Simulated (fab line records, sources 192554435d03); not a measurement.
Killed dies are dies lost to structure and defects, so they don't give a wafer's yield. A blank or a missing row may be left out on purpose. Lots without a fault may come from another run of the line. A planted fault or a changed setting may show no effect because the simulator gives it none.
Which tool did it? | flow n5_finfet | 10 lots, 28 wafers sampled, at 5 steps of a route of 1938

WHAT THE GAUGES READ, wafer by wafer
N5_BEOL_M1_OVL_MEAS_12. Usual: M1_OVL 0.1 nm, standard deviation 0.62.
lot  | measured     | on         | M1_OVL (nm)    | flag
L263 | day 6 03:31  | overlay-01 | 0.3 0.7 0.5    |
L268 | day 7 08:46  | overlay-02 | 0.6 -0.2 0.4   |
L269 | day 7 16:23  | overlay-01 | -0.7 0.0 0.4   |
L275 | day 9 10:46  | overlay-01 | 0.6 0.4        |
L276 | day 9 18:28  | overlay-01 | 0.2 -0.3 0.3   |
L278 | day 10 02:06 | overlay-01 | 0.3 -0.4       |
L281 | day 10 11:12 | overlay-02 | 0.3 1.0 -0.1   |
L282 | day 11 03:31 | overlay-01 | 0.7 -0.1 0.4   |
L285 | day 11 21:55 | overlay-01 | -0.1 -0.5 -0.6 |
L286 | day 12 01:24 | overlay-02 | 0.5 0.1 -0.3   |

N5_BEOL_M4_RC_MEAS_101. Usual: DIBL_N 35.9 mV/V, standard deviation 1.4; DIBL_P 35.9 mV/V, standard deviation 1.7; IOFF_N 0.155 nA/um, standard deviation 0.023; IOFF_P 0.201 nA/um, standard deviation 0.029; ION_N 672 uA/um, standard deviation 8.8; ION_P 460 uA/um, standard deviation 7; SS_N 71.6 mV/dec, standard deviation 0.48; SS_P 73.1 mV/dec, standard deviation 0.64; VT_N 250.0 mV, standard deviation 3; VT_P -251.6 mV, standard deviation 3.
lot  | measured     | on        | DIBL_N (mV/V)  | DIBL_P (mV/V)  | IOFF_N (nA/um)    | IOFF_P (nA/um)    | ION_N (uA/um) | ION_P (uA/um) | SS_N (mV/dec)  | SS_P (mV/dec)  | VT_N (mV)         | VT_P (mV)            | flag
L263 | day 8 02:14  | prober-02 | 34.6 38.2 37.1 | 35.1 38.6 37.4 | 0.131 0.191 0.174 | 0.195 0.252 0.229 | 667 680 672   | 460 464 459   | 71.7 72.2 71.7 | 73.3 74.6 74.0 | 250.4 245.9 247.3 | -252.1 -250.6 -249.8 |
L268 | day 8 23:53  | prober-01 | 32.8 35.5 35.6 | 34.9 37.1 37.1 | 0.126 0.165 0.161 | 0.168 0.200 0.208 | 663 671 668   | 453 456 459   | 71.3 71.5 72.1 | 73.3 73.6 73.6 | 254.2 250.1 251.3 | -257.0 -254.1 -250.2 |
L269 | day 9 10:04  | prober-01 | 34.1 35.3 36.0 | 35.0 36.8 37.7 | 0.128 0.150 0.161 | 0.162 0.179 0.186 | 660 674 676   | 452 457 460   | 71.6 71.1 72.0 | 72.4 73.4 73.6 | 252.3 249.7 251.4 | -254.1 -254.3 -253.0 |
L275 | day 11 05:29 | prober-02 | 36.2 37.1      | 34.6 35.2      | 0.138 0.146       | 0.180 0.188       | 671 672       | 461 462       | 70.9 71.4      | 72.2 72.7      | 249.2 251.4       | -253.5 -252.9        |
L276 | day 11 08:53 | prober-02 | 36.8 36.6 38.6 | 35.0 35.1 36.8 | 0.145 0.154 0.183 | 0.215 0.227 0.245 | 666 675 684   | 462 469 464   | 71.4 71.7 71.6 | 72.6 73.5 74.0 | 251.2 250.8 248.2 | -248.6 -249.7 -249.9 |
L278 | day 12 10:20 | prober-02 | 36.0 36.6      | 36.6 37.4      | 0.150 0.164       | 0.225 0.237       | 664 683       | 461 474       | 71.5 72.0      | 73.4 73.5      | 249.7 247.9       | -246.4 -245.8        |
L281 | day 12 15:20 | prober-02 | 34.5 34.9 34.1 | 34.7 35.5 34.6 | 0.131 0.134 0.125 | 0.146 0.149 0.140 | 660 680 658   | 448 456 445   | 71.4 71.4 71.2 | 72.9 73.7 72.8 | 254.0 254.3 251.2 | -258.7 -256.1 -257.9 |
L282 | day 12 22:56 | prober-01 | 36.6 36.3 35.4 | 37.5 37.9 36.6 | 0.168 0.170 0.149 | 0.213 0.217 0.199 | 682 676 668   | 461 460 461   | 72.3 72.0 72.8 | 73.8 74.1 73.7 | 248.7 248.1 250.8 | -250.7 -251.7 -250.6 |
L285 | day 13 18:04 | prober-01 | 35.9 37.2 34.9 | 35.7 35.9 34.2 | 0.155 0.157 0.132 | 0.183 0.196 0.171 | 679 670 666   | 461 454 451   | 71.4 71.7 70.5 | 72.8 73.5 73.4 | 248.4 250.7 252.3 | -253.1 -252.3 -254.2 |
L286 | day 13 23:38 | prober-02 | 35.6 34.9 33.5 | 34.0 34.2 32.8 | 0.141 0.131 0.113 | 0.186 0.198 0.168 | 649 668 654   | 448 462 454   | 71.7 71.1 71.0 | 72.6 73.4 72.6 | 255.4 250.9 256.9 | -253.7 -251.9 -252.6 |

WHICH TOOL RAN EACH LOT (tool, then ch and the chambers of the sampled wafers, then the start)
lot  | N5_BEOL_M0_SURFACE_TREAT_137 | N5_BEOL_M0_ANNEAL_133        | N5_BEOL_M1_ETCH_63
L263 | pvd_sputter-02, day 6 00:02  | pvd_sputter-02, day 6 00:28  | rie_diel-04 ch 0,3, day 6 03:46
L268 | pvd_sputter-02, day 7 06:08  | pvd_sputter-03, day 7 06:31  | rie_diel-03 ch 0,2,3, day 7 09:01
L269 | pvd_sputter-01, day 7 11:32  | pvd_sputter-02, day 7 13:36  | rie_diel-01 ch 2,3, day 7 16:32
L275 | pvd_sputter-03, day 9 08:01  | pvd_sputter-03, day 9 08:25  | rie_diel-03 ch 1,3, day 9 10:57
L276 | pvd_sputter-01, day 9 12:43  | pvd_sputter-03, day 9 13:08  | rie_diel-03 ch 0,2,3, day 9 18:37
L278 | pvd_sputter-03, day 9 20:23  | pvd_sputter-03, day 9 20:47  | rie_diel-03 ch 0,1, day 10 03:26
L281 | pvd_sputter-03, day 10 08:07 | pvd_sputter-03, day 10 08:44 | rie_diel-01 ch 0,1, day 10 12:06
L282 | pvd_sputter-01, day 10 23:04 | pvd_sputter-01, day 10 23:31 | rie_diel-01 ch 0,1,2, day 11 03:39
L285 | pvd_sputter-02, day 11 19:07 | pvd_sputter-02, day 11 19:34 | rie_diel-01 ch 2,3, day 11 22:02
L286 | pvd_sputter-01, day 11 21:59 | pvd_sputter-01, day 11 22:35 | rie_diel-04 ch 0,1,3, day 12 01:32
- N5_BEOL_M0_SURFACE_TREAT_137
- N5_BEOL_M0_ANNEAL_133: time 60 s.
- N5_BEOL_M1_ETCH_63: etches SiARC in CF4, target depth 15.6 nm, time 26 s.

WHAT THE TOOLS THEMSELVES READ (means of the sampled wafers that have a number; where no wafer has one, the mark that the record gives instead)
N5_BEOL_M0_ANNEAL_133. Usual: heater_power_w 787 W, standard deviation 70.
lot  | tool           | heater_power_w (W) | flag
L263 | pvd_sputter-02 | 855                |
L268 | pvd_sputter-03 | 813                |
L269 | pvd_sputter-02 | 862                |
L275 | pvd_sputter-03 | 806                |
L276 | pvd_sputter-03 | 778                |
L278 | pvd_sputter-03 | 788                |
L281 | pvd_sputter-03 | 781                |
L282 | pvd_sputter-01 | 746                |
L285 | pvd_sputter-02 | 792                |
L286 | pvd_sputter-01 | 773                |

N5_BEOL_M1_ETCH_63. Usual: drypump_motor_current_A 5.9 A, standard deviation 0.59; etch_rf_on_time_s 25.7 s, standard deviation 0.34; oes_product_au 0.68 a.u., standard deviation 0.087; rf_fwd_power_W 532.0 W, standard deviation 2.1; rf_vpp_V 184.2 V, standard deviation 1.4; showerhead_plenum_p_Torr 2.16 Torr, standard deviation 0.082; throttle_valve_pct 15.57 %, standard deviation 0.21.
lot  | tool        | drypump_motor_current_A (A) | etch_rf_on_time_s (s) | oes_product_au (a.u.) | rf_fwd_power_W (W) | rf_vpp_V (V) | showerhead_plenum_p_Torr (Torr) | throttle_valve_pct (%) | flag
L263 | rie_diel-04 | 5.9                         | 25.8                  | 0.65                  | 534.8              | 184.6        | 2.17                            | 15.65                  |
L268 | rie_diel-03 | 5.7                         | 25.9                  | 0.69                  | 534.2              | 184.4        | 2.16                            | 15.47                  |
L269 | rie_diel-01 | 6.3                         | 25.7                  | 0.64                  | 531.4              | 183.0        | 2.08                            | 15.59                  |
L275 | rie_diel-03 | 6.3                         | 30.0                  | 0.64                  | 529.4              | 185.5        | 2.25                            | 15.48                  | OFF
L276 | rie_diel-03 | 5.7                         | 27.3                  | 0.65                  | 532.1              | 184.4        | 2.15                            | 15.50                  | OFF
L278 | rie_diel-03 | 5.6                         | 30.3                  | 0.57                  | 532.6              | 183.6        | 2.15                            | 15.64                  | OFF
L281 | rie_diel-01 | 5.1                         | 25.5                  | 0.79                  | 530.9              | 185.0        | 2.21                            | 15.44                  |
L282 | rie_diel-01 | 5.7                         | 25.0                  | 0.79                  | 531.2              | 184.2        | 2.18                            | 15.45                  |
L285 | rie_diel-01 | 6.3                         | 25.7                  | 0.69                  | 531.2              | 183.2        | 2.07                            | 15.48                  |
L286 | rie_diel-04 | 5.8                         | 25.3                  | 0.66                  | 532.6              | 184.5        | 2.15                            | 15.64                  |

THE ANSWER, worked out from the rows above alone
Rule: a lot is off if the mean of its wafers that have a number lies more than 3 standard deviations from the usual mean. A lot without any number at a reading at which 4 lots or more have one is off too. The other lots that the step has rows for count as sound. The gauges are gone through in route order, then the tools' own readings, and for those a lot's mean is taken as printed above. The first step at which some lot is off is used, and at that step the reading that is off furthest; a lot without a number counts as furthest.
Off: L275, L276, L278, at N5_BEOL_M1_ETCH_63 (etch_rf_on_time_s).
A tool fits if, at that step or a process step before it, it ran every lot that is off, and no sound lot after the first of them. One fits: rie_diel-03 at N5_BEOL_M1_ETCH_63. Its last sound lot is L268 (day 7 09:01), its first lot that is off L275 (day 9 10:57): a fault that began between those two fits.
The tool's own readings at N5_BEOL_M1_ETCH_63 bear it out: on the lots that are off they differ by more than 5 times the standard deviation of the sound lots' means. etch_rf_on_time_s reads 29.2 s there against 25.6 s on the sound lots.

WHAT THE SIMULATOR HAD PUT IN
Process parameter drift: rie_diel-03, from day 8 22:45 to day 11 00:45, at N5_BEOL_M1_ETCH_63. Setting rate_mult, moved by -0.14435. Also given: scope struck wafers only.
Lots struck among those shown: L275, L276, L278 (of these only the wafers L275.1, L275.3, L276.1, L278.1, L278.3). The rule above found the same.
